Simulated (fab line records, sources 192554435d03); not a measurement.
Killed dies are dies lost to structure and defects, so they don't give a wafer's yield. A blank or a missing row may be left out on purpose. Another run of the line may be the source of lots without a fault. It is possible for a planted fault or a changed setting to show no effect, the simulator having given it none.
Split-lot experiment :: flow n5 finfet :: 21 wafers read from 7 lots, route of 1938 steps

== ON THE SPLIT ==
At N5_FIN_SAQP_MANDREL_ETCH_22 (etches a-Si in HBr/Cl2, stops on SiNx, target depth 60 nm, bt time 10 s, time 30 s), the setting icp w was moved away from the recipe's 800 W on 8 of the 21 wafers read, by -17.7% to +15.9%. The other wafers ran this setting at the recipe's value.

The reading is taken at the split's own step.

== THE READING ==
SOC_of_FIN_SAQP_COAT_49.thk nm (the simulator's own value, which no gauge read), in nm, at N5_FIN_SAQP_MANDREL_ETCH_22 (etches a-Si in HBr/Cl2, stops on SiNx, target depth 60 nm, bt time 10 s, time 30 s). There is no usual value for it anywhere in the file. The 13 wafers here that ran the recipe average 75.86 nm, standard deviation 0.46 nm.

wafer: L083.3
tool, chamber at the split: rie si-02, 3
icp w as run, W: 800
against the recipe: recipe
SOC_of_FIN_SAQP_COAT_49.thk nm, nm: 76.06
against lot-mates on the recipe: -

wafer: L083.4
tool, chamber at the split: rie si-02, 1
icp w as run, W: 800
against the recipe: recipe
SOC_of_FIN_SAQP_COAT_49.thk nm, nm: 76.78
against lot-mates on the recipe: -

wafer: L083.6
tool, chamber at the split: rie si-02, 3
icp w as run, W: 800
against the recipe: recipe
SOC_of_FIN_SAQP_COAT_49.thk nm, nm: 76.03
against lot-mates on the recipe: -

wafer: L089.2
tool, chamber at the split: rie si-05, 0
icp w as run, W: 800
against the recipe: recipe
SOC_of_FIN_SAQP_COAT_49.thk nm, nm: 75.53
against lot-mates on the recipe: -

wafer: L089.5
tool, chamber at the split: rie si-05, 0
icp w as run, W: 658.8
against the recipe: -17.7%
SOC_of_FIN_SAQP_COAT_49.thk nm, nm: 77.17
against lot-mates on the recipe: +1.50

wafer: L089.6
tool, chamber at the split: rie si-05, 3
icp w as run, W: 800
against the recipe: recipe
SOC_of_FIN_SAQP_COAT_49.thk nm, nm: 75.81
against lot-mates on the recipe: -

wafer: L090.1
tool, chamber at the split: rie si-05, 2
icp w as run, W: 800
against the recipe: recipe
SOC_of_FIN_SAQP_COAT_49.thk nm, nm: 75.23
against lot-mates on the recipe: -

wafer: L090.2
tool, chamber at the split: rie si-05, 0
icp w as run, W: 800
against the recipe: recipe
SOC_of_FIN_SAQP_COAT_49.thk nm, nm: 75.76
against lot-mates on the recipe: -

wafer: L090.6
tool, chamber at the split: rie si-05, 2
icp w as run, W: 800
against the recipe: recipe
SOC_of_FIN_SAQP_COAT_49.thk nm, nm: 75.07
against lot-mates on the recipe: -

wafer: L091.2
tool, chamber at the split: rie si-05, 1
icp w as run, W: 800
against the recipe: recipe
SOC_of_FIN_SAQP_COAT_49.thk nm, nm: 75.53
against lot-mates on the recipe: -

wafer: L091.4
tool, chamber at the split: rie si-05, 3
icp w as run, W: 672.7
against the recipe: -15.9%
SOC_of_FIN_SAQP_COAT_49.thk nm, nm: 77.58
against lot-mates on the recipe: +2.05

wafer: L091.5
tool, chamber at the split: rie si-05, 0
icp w as run, W: 672.7
against the recipe: -15.9%
SOC_of_FIN_SAQP_COAT_49.thk nm, nm: 77.16
against lot-mates on the recipe: +1.63

wafer: L092.1
tool, chamber at the split: rie si-02, 1
icp w as run, W: 905.6
against the recipe: +13.2%
SOC_of_FIN_SAQP_COAT_49.thk nm, nm: 75.22
against lot-mates on the recipe: -0.87

wafer: L092.3
tool, chamber at the split: rie si-02, 3
icp w as run, W: 905.6
against the recipe: +13.2%
SOC_of_FIN_SAQP_COAT_49.thk nm, nm: 74.9
against lot-mates on the recipe: -1.19

wafer: L092.5
tool, chamber at the split: rie si-02, 3
icp w as run, W: 800
against the recipe: recipe
SOC_of_FIN_SAQP_COAT_49.thk nm, nm: 76.09
against lot-mates on the recipe: -

wafer: L094.2
tool, chamber at the split: rie si-02, 0
icp w as run, W: 800
against the recipe: recipe
SOC_of_FIN_SAQP_COAT_49.thk nm, nm: 75.87
against lot-mates on the recipe: -

wafer: L094.4
tool, chamber at the split: rie si-02, 3
icp w as run, W: 733.9
against the recipe: -8.3%
SOC_of_FIN_SAQP_COAT_49.thk nm, nm: 76.34
against lot-mates on the recipe: +0.44

wafer: L094.6
tool, chamber at the split: rie si-02, 1
icp w as run, W: 800
against the recipe: recipe
SOC_of_FIN_SAQP_COAT_49.thk nm, nm: 75.92
against lot-mates on the recipe: -

wafer: L097.1
tool, chamber at the split: rie si-02, 1
icp w as run, W: 927.2
against the recipe: +15.9%
SOC_of_FIN_SAQP_COAT_49.thk nm, nm: 74.99
against lot-mates on the recipe: -1.56

wafer: L097.2
tool, chamber at the split: rie si-02, 3
icp w as run, W: 927.2
against the recipe: +15.9%
SOC_of_FIN_SAQP_COAT_49.thk nm, nm: 74.5
against lot-mates on the recipe: -2.05

wafer: L097.4
tool, chamber at the split: rie si-02, 2
icp w as run, W: 800
against the recipe: recipe
SOC_of_FIN_SAQP_COAT_49.thk nm, nm: 76.55
against lot-mates on the recipe: -

THE FIT
A straight line over all 21 wafers: SOC_of_FIN_SAQP_COAT_49.thk nm changes by -0.0757 nm for each +1% of icp w; r = -0.87; the points scatter about the line by 0.41 nm.
The same after taking each lot's own level away (the mean of its wafers on the recipe; 21 wafers): -0.0996 nm for each +1%; r = -0.96; scatter 0.28 nm.
According to that fit, moving icp w by its largest amount changes the reading by 1.8 nm.
Across the lots, their own levels run from 75.353 to 76.550 nm, a range of 2.6 times the standard deviation given above.
Thus the slope moves with the lot-to-lot level: the two fits are different.
Check: +1.83 nm against its lot-mates is what the line predicts for one of the wafers moved furthest among these (-17.7%) when that wafer is left out of the fit. Against them it came out at +1.5 nm.

== OTHER SPLITS ON THESE WAFERS ==
These wafers also went through other splits before the reading. Each is held against what the fit with the lots' levels taken away leaves over:
other split on the same wafers: N5_WELL_APT_PEB_06 peb time s
wafers away from the commonest value: 8
r with SOC_of_FIN_SAQP_COAT_49.thk nm (lot level and that fit taken away): +0.25

other split on the same wafers: N5_WELL_APT_DESCUM_13 time s
wafers away from the commonest value: 6
r with SOC_of_FIN_SAQP_COAT_49.thk nm (lot level and that fit taken away): +0.18

other split on the same wafers: N5_PMOS_HMC_CHANNEL_EPI_PEB_07 peb temp c
wafers away from the commonest value: 8
r with SOC_of_FIN_SAQP_COAT_49.thk nm (lot level and that fit taken away): +0.28

other split on the same wafers: N5_PMOS_HMC_CHANNEL_EPI_DEVELOP_08 develop time s
wafers away from the commonest value: 10
r with SOC_of_FIN_SAQP_COAT_49.thk nm (lot level and that fit taken away): -0.21

other split on the same wafers: N5_FIN_SAQP_PEB_14 peb time s
wafers away from the commonest value: 6
r with SOC_of_FIN_SAQP_COAT_49.thk nm (lot level and that fit taken away): +0.28

== THE FILE'S OWN FIT ==
SOC_of_FIN_SAQP_COAT_49.thk nm changes by -0.0958 nm for each +1% of icp w, r = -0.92.
